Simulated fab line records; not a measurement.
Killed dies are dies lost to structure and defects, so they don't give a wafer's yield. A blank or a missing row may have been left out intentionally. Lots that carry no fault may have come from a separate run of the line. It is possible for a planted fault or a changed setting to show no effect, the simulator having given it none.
One fault through the eyes of 2 desks	flow n5-finfet	only its own numbers are on each desk; what lay behind them is given at the end

AT THE METROLOGY DESK
Means of the sampled wafers that have a number, per lot and without regard to the tool the lot ran on: this is what the gauges read. A lot is out of limits, marked OUT, if its mean lies more than 4 standard deviations from the usual mean; the brackets give that distance. Shown here are 7 of its 12 readings, the ones lying furthest out on some lot.
Columns: A = trench-depth-nm at N5_BEOL_M3_OCD_MEAS_38, usual 55.4 nm; B = DIBL_P at N5_BEOL_M4_RC_MEAS_101, usual 35.3 mV/V; C = IOFF_P at N5_BEOL_M4_RC_MEAS_101, usual 0.21 nA/um; D = ION_P at N5_BEOL_M4_RC_MEAS_101, usual 463 uA/um; E = SS_N at N5_BEOL_M4_RC_MEAS_101, usual 71.4 mV/dec; F = SS_P at N5_BEOL_M4_RC_MEAS_101, usual 73.0 mV/dec; G = VT_P at N5_BEOL_M4_RC_MEAS_101, usual -249.8 mV
lot	first seen here	A	B	C	D	E	F	G
L485	day 8 00:32	56.3	35.1	0.20	468	71.4	72.8	-247.8
L492	day 9 20:38	55.8	33.9	0.19	460	71.2	73.1	-250.1
L493	day 10 11:24	54.7	32.8	0.17	456	70.8	72.4	-251.9
L494	day 10 14:23	55.4	37.9	0.26	472	71.4	72.9	-245.7
L495	day 10 14:25	56.9	37.4	0.22	458	72.4	73.4	-248.9
L506	day 13 10:19	55.1	33.7	0.18	456	71.3	72.1	-251.9
This desk found nothing out of limits on any of the 6 lots.

THE TOOL OWNER'S DESK: cvd-co-01
The tool's own readings at N5_BEOL_M3_CVD_47 (deposits Co from CCTBA/H2, target thk 3 nm, time 223.8 s): means of the sampled wafers that have a number, for each lot that ran on this tool. A lot is out of limits, marked OUT, if its mean lies more than 4 standard deviations from the usual mean; the brackets give that distance.
Columns: A = run-length-s at N5_BEOL_M3_CVD_47, usual 246.9 s
lot	first seen here	A
L485	day 8 01:39	246.9
L493	day 10 12:34	207.3 (-73) OUT
L495	day 10 15:14	168.5 (-99 or more) OUT
L506	day 13 11:38	246.7
Finding of this desk: L493, L495 out of limits; the first was L493 at day 10 12:34, on run-length-s at N5_BEOL_M3_CVD_47. L485, L506: within limits.

BROUGHT TOGETHER
On L493, L495, at day 10 12:34, an alarm was possible from the tool owner's desk.
At the metrology desk, nothing out of limits was observed.
The metrology desk has L493, L495 on record, within its limits.
All the named lots went through N5_BEOL_M3_CVD_47 on cvd-co-01.

WHAT WAS PUT IN BY THE SIMULATOR
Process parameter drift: cvd-co-01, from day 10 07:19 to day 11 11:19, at N5_BEOL_M3_CVD_47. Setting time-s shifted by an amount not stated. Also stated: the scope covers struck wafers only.
Struck lots among those shown: L493, L495.
How many hours passed from the start of the fault until each desk's first out-of-limits reading: the tool owner's desk, 5.
